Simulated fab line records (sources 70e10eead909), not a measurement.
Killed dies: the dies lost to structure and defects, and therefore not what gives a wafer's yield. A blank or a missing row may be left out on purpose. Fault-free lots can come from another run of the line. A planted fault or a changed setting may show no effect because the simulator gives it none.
Struck lot and sound lot, side by side -- flow nandHarc -- 15 steps out of a route of 1302
Sound: these wafers, L206.2, L206.3, L206.4. The struck wafers were L210.3, L210.5, L210.6. At the end, the cause is stated.
Each step with rows lists, per side, the tool, then ch with its chambers, then its first start. Under that, the readings that differ: sound wafers -- struck wafers -- difference of the means -- sigmas: that difference in standard deviations of wafers without a fault.
alike: a reading whose means differ by less than 2 such deviations, as well as words and numbers matching on both sides. not compared: withheld readings; readings where some wafer has no value; bounds like >300 that might hide an equal value; numbers whose values overlap and for which the record gives no deviation.
The two part at a step that has a row with sigmas, a row that says differs or no value, or rows on one side only. Numbers that don't overlap but have no deviation are shown without sigmas and don't part them. Lack of a reading on every wafer of one side parts them only where that side has two or more wafers.

NHARC_A_DECK1_JOINT_ETCHBACK_07: etches the open film in HBr, target depth 105 nm, time 26.9 s.
  sound on rieSi-01 ch 0,2,3, day 16 19:23; struck on rieSi-01 ch 0,1, day 18 06:49
  alike: drypumpMotorCurrentA, oesProductAu, runLengthS, throttleValvePct
  not compared: rfHoursCounterH
then, 8 steps without rows for these wafers: NHARC_A_DECK1_JOINT_ETCH_25 (etches SiO2 in dHF, target depth 0.5 nm); NHARC_A_DECK1_JOINT_ETCH_19 (etches poly-Si in TMAH, target depth 3 nm); NHARC_A_DECK1_JOINT_ETCH_18 (etches SiO2 in dHF, target depth 3 nm); NHARC_A_DECK1_JOINT_WET_08 (chemistry H3PO4, time 86 s); NHARC_A_DECK1_JOINT_ETCH_09 (etches SiO2 in dHF, target depth 5 nm); NHARC_A_DECK1_JOINT_WET_10 (chemistry H3PO4, time 86 s); NHARC_A_DECK1_JOINT_ETCH_11 (etches SiO2 in dHF, target depth 35 nm); NHARC_A_DECK1_JOINT_CVD_12 (deposits poly-Si, target thk 90 nm, time 1800 s).
NHARC_A_DECK1_JOINT_CMP_13: polishes, target thk 51.023 nm.
  sound on cmp-01 ch 0,1,3, day 17 06:39; struck on cmp-01 ch 0,1,2, day 18 17:11
  alike: motorCurrentA, timeToEndpointS
NHARC_A_DECK1_JOINT_THK_MEAS_14: measures by ellipsometry.
  sound: filmMetro-02 at day 17 06:55; struck: filmMetro-01 at day 18 17:22
  alike: thkNm
then, 1 step without rows for these wafers: NHARC_A_DECK1_JOINT_SRD_04.
NHARC_A_DECK1_JOINT_ETCHBACK_00: etches the open film in HBr, target depth 30 nm, time 17.4 s.
  sound on rieSi-06 ch 0,1,2, day 17 07:02; struck on rieSi-02 ch 1,2,3, day 18 17:31
reading,sound,struck,difference,sigmas
runLengthS (s),38.6 38.7 38.6,34.0 35.2 34.4,-4.1,-10
  alike: drypumpMotorCurrentA, oesProductAu, throttleValvePct
  not compared: rfHoursCounterH
then, 1 step without rows for these wafers: NHARC_A_DECK1_JOINT_PRECLEAN_30 (cleans in SC1).
-- jump in the record: it breaks off in module A_DECK1_JOINT and resumes in module END (first step shown: number 1302 of the route), and 13 days separate the struck wafers' starts before and after --
NHARC_END_SORT_01:
  sound on prober-02 ch 0, day 30 05:36; struck on prober-02 ch 0, day 31 22:44
  alike: killedAtArray, killedAtOther, killedAtPeriphery, killedDies, killedOpen, killedShort

WHERE THEY PART
Only at NHARC_A_DECK1_JOINT_ETCHBACK_00, as far as this record shows. Later steps at which nothing parts them and some readings are alike: NHARC_END_SORT_01.

WHY: the cause the simulator had injected
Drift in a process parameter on rieSi-02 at NHARC_A_DECK1_JOINT_ETCHBACK_00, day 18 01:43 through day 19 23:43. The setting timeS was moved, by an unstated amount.
